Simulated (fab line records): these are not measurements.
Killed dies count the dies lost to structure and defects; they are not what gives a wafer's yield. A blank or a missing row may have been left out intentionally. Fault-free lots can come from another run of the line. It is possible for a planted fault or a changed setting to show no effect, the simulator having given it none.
Struck lot and sound lot, side by side / flow nand harc / 15 steps out of a route of 1302
Sound: wafers L457.1, L457.3, L457.6. Wafers L450.2, L450.3 were the ones struck. Last of all comes the cause.
Per side, at each step with rows, come the tool, then ch with its chambers, and then its first start. Under that, the readings that differ: sound wafers / struck wafers / difference of the means / sigmas: that difference in standard deviations of wafers without a fault.
alike: a reading whose means differ by less than 2 such deviations, as well as words and numbers matching on both sides. not compared: withheld readings; readings where some wafer has no value; bounds like >300 that might hide an equal value; numbers whose values overlap and for which the record gives no deviation.
Wherever a step has rows on one side only, a row that says differs or no value, or a row with sigmas, the two part there. Numbers that have no deviation but don't overlap get no sigmas and don't part them. A reading that every wafer of one side lacks parts them only if that side has two wafers or more.

first, 6 steps without rows for these wafers: NHARC_A_CHANNEL_HOLE_D1_COAT_04 (resist thk 90 nm); NHARC_A_CHANNEL_HOLE_D1_SOFTBAKE_05 (time 55 s); NHARC_A_CHANNEL_HOLE_D1_EBR_06; NHARC_A_CHANNEL_HOLE_D1_EXPOSE_07 (exposes mask HOLE D1, target cd 100 nm); NHARC_A_CHANNEL_HOLE_D1_PEB_08 (peb time 65 s); NHARC_A_CHANNEL_HOLE_D1_DEVELOP_09 (develop time 35 s).
NHARC_A_CHANNEL_HOLE_D1_CD_MEAS_10: the cd target is 100 nm.
  sound on cd sem-01 ch 0, day 14 16:26; struck on cd sem-01 ch 0, day 11 12:32
  alike: cd nm
NHARC_A_CHANNEL_HOLE_D1_OVL_MEAS_11:
  struck on overlay-02, day 11 12:37; sound on overlay-02, day 14 16:32
reading=overlay x nm (nm); sound=-1.3 -1.2 -1.8; struck=0.5 0.8; difference=+2.1; sigmas=+2
  alike: overlay y nm
NHARC_A_CHANNEL_HOLE_D1_INSPECT_12:
  struck on defect inspect-01, day 11 12:39; sound on defect inspect-01, day 14 16:34
  alike: raw defect count
NHARC_A_CHANNEL_HOLE_D1_DESCUM_15: chemistry O2, time 3 s.
  sound on rie diel-03 ch 1,2,3, day 14 16:38; struck on rie diel-09 ch 0,3, day 11 12:44
reading=oes product au (a.u.); sound=1.007 1.018 1.009; struck=0.990 0.979; difference=-0.027; sigmas=-2
  alike: drypump motor current A, rf vpp V, showerhead plenum p Torr, throttle valve pct
  not compared: rf hours counter h
NHARC_A_CHANNEL_HOLE_D1_ETCH_38: etches the open film in CF4, target depth 39 nm, time 65 s.
  sound on rie diel-03 ch 1,2,3, day 14 16:44; struck on rie diel-09 ch 0,2, day 11 12:48
reading=oes product au (a.u.); sound=1.020 1.020 0.996; struck=0.990 0.971; difference=-0.032; sigmas=-3
  alike: drypump motor current A, rf vpp V, run length s, showerhead plenum p Torr, throttle valve pct
  not compared: rf hours counter h
NHARC_A_CHANNEL_HOLE_D1_ETCH_39: etches the open film in N2/H2, target depth 260 nm, time 325 s.
  sound on rie diel-03 ch 1,2; struck on rie diel-09 ch 1,3
reading=oes product au (a.u.); sound=1.005 1.017 1.009; struck=0.991 0.973; difference=-0.028; sigmas=-3
  alike: drypump motor current A, rf vpp V, run length s, showerhead plenum p Torr, throttle valve pct
  not compared: rf hours counter h
NHARC_A_CHANNEL_HOLE_D1_ETCH_34: etches the open film in CF4/CHF3, target depth 154 nm, time 77 s.
  sound on rie diel-03 ch 1,2,3, day 14 17:09; struck on rie diel-09 ch 2,3, day 11 13:09
reading=run length s (s); sound=97.9 99.2 98.6; struck=91.5 91.8; difference=-6.9; sigmas=-13
  alike: drypump motor current A, oes product au, rf vpp V, showerhead plenum p Torr, throttle valve pct
  not compared: rf hours counter h
NHARC_A_CHANNEL_HOLE_D1_ETCH_16: etches the open film in O2/COS, target depth 3100 nm, time 806 s.
  sound on rie diel-03 ch 1,2,3; struck on rie diel-09 ch 0,3
reading=oes product au (a.u.); sound=1.012 1.006 1.009; struck=0.979 0.991; difference=-0.024; sigmas=-3
  alike: drypump motor current A, rf vpp V, run length s, showerhead plenum p Torr, throttle valve pct
  not compared: rf hours counter h
-- the record jumps here: 16 days lie between the struck wafers' starts before and after (it left off in module A_CHANNEL_HOLE_D1 and takes up again in module END, whose first step shown is number 1302 of the route) --
NHARC_END_SORT_01:
  sound on prober-01 ch 0, day 29 20:29; struck on prober-02 ch 0, day 27 07:28
reading=killed at array; sound=63 80 46; struck=163 136; difference=+86; sigmas=+5
reading=killed dies; sound=71 86 53; struck=165 140; difference=+82; sigmas=+4
  alike: killed at other, killed at periphery, killed open, killed short

== WHERE THEY PART ==
First at NHARC_A_CHANNEL_HOLE_D1_OVL_MEAS_11; last, within this record, at NHARC_END_SORT_01.

WHY: what had been put in by the simulator
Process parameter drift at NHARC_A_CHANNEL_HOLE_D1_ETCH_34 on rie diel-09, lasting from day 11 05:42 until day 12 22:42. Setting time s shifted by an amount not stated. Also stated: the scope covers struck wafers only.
